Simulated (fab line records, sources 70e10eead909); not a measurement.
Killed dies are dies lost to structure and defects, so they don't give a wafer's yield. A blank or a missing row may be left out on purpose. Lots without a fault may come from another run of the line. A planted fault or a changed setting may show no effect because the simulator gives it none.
Which tool did it? | flow nand_harc | 11 lots, 33 wafers sampled, at 5 steps of a route of 1302

WHAT THE GAUGES READ, wafer by wafer
The record holds no reading of a measuring or inspecting step that can be judged against a usual standard deviation.

WHICH TOOL RAN EACH LOT (tool, then ch and the chambers of the sampled wafers, then the start)
lot  | NHARC_A_BLC_PVD_32                      | NHARC_A_M0_STRIP_18                | NHARC_A_M0_PVD_20                       | NHARC_A_M0_ECD_22              | NHARC_A_M0_CMP_23
L913 | pvd_sputter-02, day 23 03:08 or earlier | rie_diel-07 ch 2,3, day 23 03:08   | pvd_sputter-02, day 23 04:02 or earlier | ecd_cu-02 ch 0,1, day 23 04:02 | cmp-04 ch 0,2,3, day 23 04:50
L916 | pvd_sputter-02, day 23 17:15 or earlier | rie_diel-10 ch 0,2, day 23 17:15   | pvd_sputter-03, day 23 18:14 or earlier | ecd_cu-01 ch 0,1, day 23 18:14 | cmp-04 ch 0,2, day 23 18:51
L918 | pvd_sputter-01, day 25 02:08 or earlier | rie_diel-05 ch 1,2,3, day 25 02:08 | pvd_sputter-01, day 25 03:05 or earlier | ecd_cu-02 ch 0,1, day 25 03:05 | cmp-03 ch 1,2,3, day 25 03:50
L922 | pvd_sputter-01, day 26 19:17 or earlier | rie_diel-05 ch 2,3, day 26 19:17   | pvd_sputter-01, day 26 20:11 or earlier | ecd_cu-02 ch 0, day 26 20:11   | cmp-04 ch 1,2,3, day 26 20:58
L925 | pvd_sputter-02, day 27 11:57 or earlier | rie_diel-10 ch 2,3, day 27 11:57   | pvd_sputter-03, day 27 12:55 or earlier | ecd_cu-02 ch 0,1, day 27 12:55 | cmp-04 ch 1,2, day 27 13:41
L923 | pvd_sputter-03, day 27 13:18 or earlier | rie_diel-05 ch 1,2, day 27 13:18   | pvd_sputter-03, day 27 14:20 or earlier | ecd_cu-02 ch 0,1, day 27 14:20 | cmp-03 ch 0,2,3, day 27 14:59
L928 | pvd_sputter-02, day 28 19:52 or earlier | rie_diel-10 ch 0,1, day 28 19:52   | pvd_sputter-02, day 28 20:46 or earlier | ecd_cu-02 ch 0,1, day 28 20:46 | cmp-03 ch 0,2,3, day 28 21:31
L933 | pvd_sputter-01, day 30 21:33 or earlier | rie_diel-05 ch 0,2, day 30 21:33   | pvd_sputter-02, day 30 22:28 or earlier | ecd_cu-01 ch 0,1, day 30 22:28 | cmp-03 ch 2,3, day 30 23:13
L935 | pvd_sputter-02, day 31 10:01 or earlier | rie_diel-10 ch 0,1,3, day 31 10:01 | pvd_sputter-03, day 31 10:58 or earlier | ecd_cu-02 ch 0,1, day 31 10:58 | cmp-02 ch 1,2,3, day 31 11:41
L934 | pvd_sputter-02, day 31 12:23 or earlier | rie_diel-07 ch 0,1, day 31 12:23   | pvd_sputter-03, day 31 13:17 or earlier | ecd_cu-02 ch 0,1, day 31 13:17 | cmp-02 ch 0,3, day 31 13:59
L936 | pvd_sputter-03, day 32 07:04 or earlier | rie_diel-05 ch 0,2,3, day 32 07:04 | pvd_sputter-03, day 32 07:58 or earlier | ecd_cu-02 ch 0,1, day 32 07:58 | cmp-02 ch 0,1,3, day 32 09:08
- NHARC_A_BLC_PVD_32: deposits Ti, target thk 5 nm, time 17.7 s.
- NHARC_A_M0_STRIP_18: strips in N2/H2.
- NHARC_A_M0_PVD_20: deposits TaN, target thk 5 nm, time 8.06 s.
- NHARC_A_M0_ECD_22: material Cu, target thk 400 nm.
- NHARC_A_M0_CMP_23: polishes, t overpolish 20 s, target thk 113.75 nm.

WHAT THE TOOLS THEMSELVES READ (means of the sampled wafers that have a number; where no wafer has one, the mark that the record gives instead)
NHARC_A_BLC_PVD_32. Usual: cathode_dc_power_W 4999.9 W, standard deviation 0.88; throttle_valve_pct 30.1 %, standard deviation 1.2.
lot  | tool           | cathode_dc_power_W (W) | throttle_valve_pct (%) | flag
L913 | pvd_sputter-02 | 4999.8                 | 30.7                   |
L916 | pvd_sputter-02 | 5000.9                 | 29.3                   |
L918 | pvd_sputter-01 | 4999.6                 | 30.4                   |
L922 | pvd_sputter-01 | 4999.7                 | 31.4                   |
L925 | pvd_sputter-02 | 4999.5                 | 28.5                   |
L923 | pvd_sputter-03 | 5000.0                 | 29.3                   |
L928 | pvd_sputter-02 | 5000.7                 | 29.3                   |
L933 | pvd_sputter-01 | 4999.4                 | 31.0                   |
L935 | pvd_sputter-02 | 5000.6                 | 29.1                   |
L934 | pvd_sputter-02 | 5000.3                 | 30.2                   |
L936 | pvd_sputter-03 | 5000.1                 | 29.8                   |

NHARC_A_M0_STRIP_18. Usual: chamber_pressure_mTorr 30.002 mTorr, standard deviation 0.027; drypump_motor_current_A 5.6 A, standard deviation 0.54; oes_product_au 0.995 a.u., standard deviation 0.011; rf_fwd_power_W 997 W, standard deviation 3.3; rf_vpp_V 90.7 V, standard deviation 0.9; showerhead_plenum_p_Torr 2.05 Torr, standard deviation 0.058; throttle_valve_pct 14.171 %, standard deviation 0.0092.
lot  | tool        | chamber_pressure_mTorr (mTorr) | drypump_motor_current_A (A) | oes_product_au (a.u.) | rf_fwd_power_W (W) | rf_vpp_V (V) | showerhead_plenum_p_Torr (Torr) | throttle_valve_pct (%) | flag
L913 | rie_diel-07 | 29.988                         | 6.2                         | 1.010                 | 998                | 91.3         | 2.12                            | 14.170                 |
L916 | rie_diel-10 | 30.014                         | 5.6                         | 0.998                 | 997                | 90.1         | 2.03                            | 14.173                 |
L918 | rie_diel-05 | 29.995                         | 5.5                         | 1.002                 | 996                | 91.0         | 2.01                            | 14.174                 |
L922 | rie_diel-05 | 29.989                         | 5.6                         | 0.997                 | 999                | 90.4         | 2.05                            | 14.173                 |
L925 | rie_diel-10 | 29.996                         | 5.3                         | 0.991                 | 996                | 90.8         | 2.06                            | 14.177                 |
L923 | rie_diel-05 | 30.042                         | 5.3                         | 1.004                 | 996                | 90.8         | 2.02                            | 14.165                 |
L928 | rie_diel-10 | 29.990                         | 5.8                         | 0.977                 | 994                | 91.1         | 2.04                            | 14.169                 |
L933 | rie_diel-05 | 30.009                         | 5.3                         | 1.006                 | 996                | 90.1         | 2.06                            | 14.171                 |
L935 | rie_diel-10 | 29.979                         | 5.5                         | 0.992                 | 998                | 91.1         | 2.07                            | 14.173                 |
L934 | rie_diel-07 | 30.007                         | 5.6                         | 1.000                 | 993                | 90.2         | 2.01                            | 14.180                 |
L936 | rie_diel-05 | 30.006                         | 5.5                         | 1.002                 | 996                | 91.4         | 2.05                            | 14.171                 |

NHARC_A_M0_PVD_20. Usual: cathode_dc_power_W 15000 W, standard deviation 2.8; throttle_valve_pct 30.0 %, standard deviation 1.
lot  | tool           | cathode_dc_power_W (W) | throttle_valve_pct (%) | flag
L913 | pvd_sputter-02 | 14999                  | 29.5                   |
L916 | pvd_sputter-03 | 14999                  | 29.6                   |
L918 | pvd_sputter-01 | 14999                  | 30.8                   |
L922 | pvd_sputter-01 | 15001                  | 30.5                   |
L925 | pvd_sputter-03 | 14997                  | 29.9                   |
L923 | pvd_sputter-03 | 15002                  | 29.3                   |
L928 | pvd_sputter-02 | 15003                  | 30.2                   |
L933 | pvd_sputter-02 | 14998                  | 31.2                   |
L935 | pvd_sputter-03 | 15001                  | 29.7                   |
L934 | pvd_sputter-03 | 15002                  | 29.9                   |
L936 | pvd_sputter-03 | 14999                  | 30.7                   |

NHARC_A_M0_ECD_22. Usual: bath_temp_c 25.01 C, standard deviation 0.1.
lot  | tool      | bath_temp_c (C) | flag
L913 | ecd_cu-02 | 25.17           |
L916 | ecd_cu-01 | 25.05           |
L918 | ecd_cu-02 | 24.99           |
L922 | ecd_cu-02 | 25.05           |
L925 | ecd_cu-02 | 25.03           |
L923 | ecd_cu-02 | 24.92           |
L928 | ecd_cu-02 | 25.07           |
L933 | ecd_cu-01 | 24.98           |
L935 | ecd_cu-02 | 24.88           |
L934 | ecd_cu-02 | 25.05           |
L936 | ecd_cu-02 | 25.02           |

NHARC_A_M0_CMP_23. Usual: edge_zone_pressure_frac 1.000, standard deviation 0.0049; motor_current_A 12.1 A, standard deviation 1.3; time_to_endpoint_s 29 s, standard deviation 3.1.
lot  | tool   | edge_zone_pressure_frac | motor_current_A (A) | time_to_endpoint_s (s) | flag
L913 | cmp-04 | 1.002                   | 13.3                | 31                     |
L916 | cmp-04 | 0.994                   | 12.6                | 31                     |
L918 | cmp-03 | 1.003                   | 10.9                | 27                     |
L922 | cmp-04 | 0.999                   | 13.3                | 32                     |
L925 | cmp-04 | 1.001                   | 14.4                | 34                     |
L923 | cmp-03 | 1.001                   | 12.0                | 27                     |
L928 | cmp-03 | 1.001                   | 12.1                | 21                     |
L933 | cmp-03 | 0.996                   | 10.6                | 29                     |
L935 | cmp-02 | 0.995                   | 11.9                | 29                     |
L934 | cmp-02 | 1.005                   | 11.3                | 29                     |
L936 | cmp-02 | 1.001                   | 11.5                | 26                     |

THE ANSWER, worked out from the rows above alone
Rule: a lot is off if the mean of its wafers that have a number lies more than 3 standard deviations from the usual mean. A lot without any number at a reading at which 4 lots or more have one is off too. The other lots that the step has rows for count as sound. The gauges are gone through in route order, then the tools' own readings, and for those a lot's mean is taken as printed above. The first step at which some lot is off is used, and at that step the reading that is off furthest; a lot without a number counts as furthest.
No lot is off at any reading shown: from this, nothing can be told.

WHAT THE SIMULATOR HAD PUT IN
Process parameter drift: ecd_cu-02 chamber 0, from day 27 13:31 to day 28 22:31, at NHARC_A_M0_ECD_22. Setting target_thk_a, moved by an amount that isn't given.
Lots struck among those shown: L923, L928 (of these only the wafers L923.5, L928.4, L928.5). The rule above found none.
